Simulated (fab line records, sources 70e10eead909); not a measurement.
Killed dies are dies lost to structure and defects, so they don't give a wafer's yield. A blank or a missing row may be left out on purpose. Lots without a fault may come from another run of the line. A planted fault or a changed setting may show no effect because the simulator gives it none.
Which tool did it? | flow nand_harc | 11 lots, 33 wafers sampled, at 5 steps of a route of 1159

WHAT THE GAUGES READ, wafer by wafer
NHARC_END_SORT_01.
lot  | measured     | on        | killed_at_array
L550 | day 21 10:44 | prober-02 | 17

WHICH TOOL RAN EACH LOT (tool, then ch and the chambers of the sampled wafers, then the start)
lot  | NHARC_A_CONTACT_STRIP_26                      | NHARC_A_BLC_ETCH_16                | NHARC_A_BLC_STRIP_29               | NHARC_A_BLC_ALD_23
L545 | rie_diel-06 ch 0,1,2, day 17 12:57 or earlier | rie_diel-12 ch 0,1,3, day 17 12:57 | rie_diel-12 ch 1,2, day 17 14:13   | ald_metal-04 ch 0,1,2, day 17 15:01
L542 | rie_diel-06 ch 0,1,3, day 17 21:36 or earlier | rie_diel-02 ch 0,1,3, day 17 21:36 | rie_diel-12 ch 0,2,3, day 17 22:50 | ald_metal-03 ch 1,2,3, day 17 23:39
L543 | rie_diel-11 ch 0,2,3, day 17 21:56 or earlier | rie_diel-12 ch 0,2, day 17 21:56   | rie_diel-12 ch 1,2,3, day 17 22:56 | ald_metal-02 ch 0,1, day 17 23:48
L544 | rie_diel-09 ch 0,1,2, day 17 23:27 or earlier | rie_diel-02 ch 0,3, day 17 23:27   | rie_diel-02 ch 1,2, day 18 00:28   | ald_metal-02 ch 0,1,3, day 18 01:14
L546 | rie_diel-09 ch 0,2,3, day 17 23:59 or earlier | rie_diel-12 ch 1,2,3, day 17 23:59 | rie_diel-02 ch 2,3, day 18 01:01   | ald_metal-02 ch 1,2,3, day 18 01:49
L550 | rie_diel-11 ch 1,2,3, day 19 03:07 or earlier | rie_diel-02 ch 0,1,2, day 19 03:07 | rie_diel-12 ch 0,1,3, day 19 04:04 | ald_metal-04 ch 0,1,3, day 19 04:53
L553 | rie_diel-06 ch 0,2, day 19 18:56 or earlier   | rie_diel-02 ch 0,1,2, day 19 18:56 | rie_diel-07 ch 0,3, day 19 19:53   | ald_metal-03 ch 0,2,3, day 19 20:42
L561 | rie_diel-11 ch 1,2,3, day 21 15:09 or earlier | rie_diel-07 ch 0,2,3, day 21 15:09 | rie_diel-02 ch 0,1,2, day 21 16:08 | ald_metal-04 ch 1,2, day 21 16:53
L560 | rie_diel-06 ch 0,2, day 21 20:32 or earlier   | rie_diel-07 ch 0,2,3, day 21 20:32 | rie_diel-02 ch 1,2, day 21 21:32   | ald_metal-02 ch 0,2,3, day 21 22:21
L563 | rie_diel-06 ch 1,2,3, day 22 17:43 or earlier | rie_diel-12 ch 0,2,3, day 22 17:43 | rie_diel-02 ch 0,1,3, day 22 18:40 | ald_metal-04 ch 0,1,3, day 22 19:29
L565 | rie_diel-11 ch 2,3, day 22 19:42 or earlier   | rie_diel-12 ch 0,1, day 22 19:42   | rie_diel-02 ch 0,3, day 22 20:44   | ald_metal-04 ch 0,2,3, day 22 21:34
- NHARC_A_CONTACT_STRIP_26: strips in O2.
- NHARC_A_BLC_ETCH_16: etches the open film in CF4, target depth 39 nm, time 65 s.
- NHARC_A_BLC_STRIP_29: strips in CF4.
- NHARC_A_BLC_ALD_23: deposits TiN, target thk 3 nm, pulse time 1 s, ald cycles 150.

THE ANSWER, worked out from the rows above alone
Rule: what is usual is taken from the lots themselves. Put in order of their means at a reading, lots are off if they are a third of the lots or fewer, leave a main group of 4 or more, and stand apart from it by a gap of 3 or more times the standard deviation of the main group's means; of several such gaps the widest counts. A main group whose means are all the same, to the digits that the tables above print for the reading, isn't used. A lot without any number at a reading at which 4 lots or more have one is off too. The other lots that the step has rows for count as sound.
No lot is off at any reading shown: from this, nothing can be told.

WHAT THE SIMULATOR HAD PUT IN
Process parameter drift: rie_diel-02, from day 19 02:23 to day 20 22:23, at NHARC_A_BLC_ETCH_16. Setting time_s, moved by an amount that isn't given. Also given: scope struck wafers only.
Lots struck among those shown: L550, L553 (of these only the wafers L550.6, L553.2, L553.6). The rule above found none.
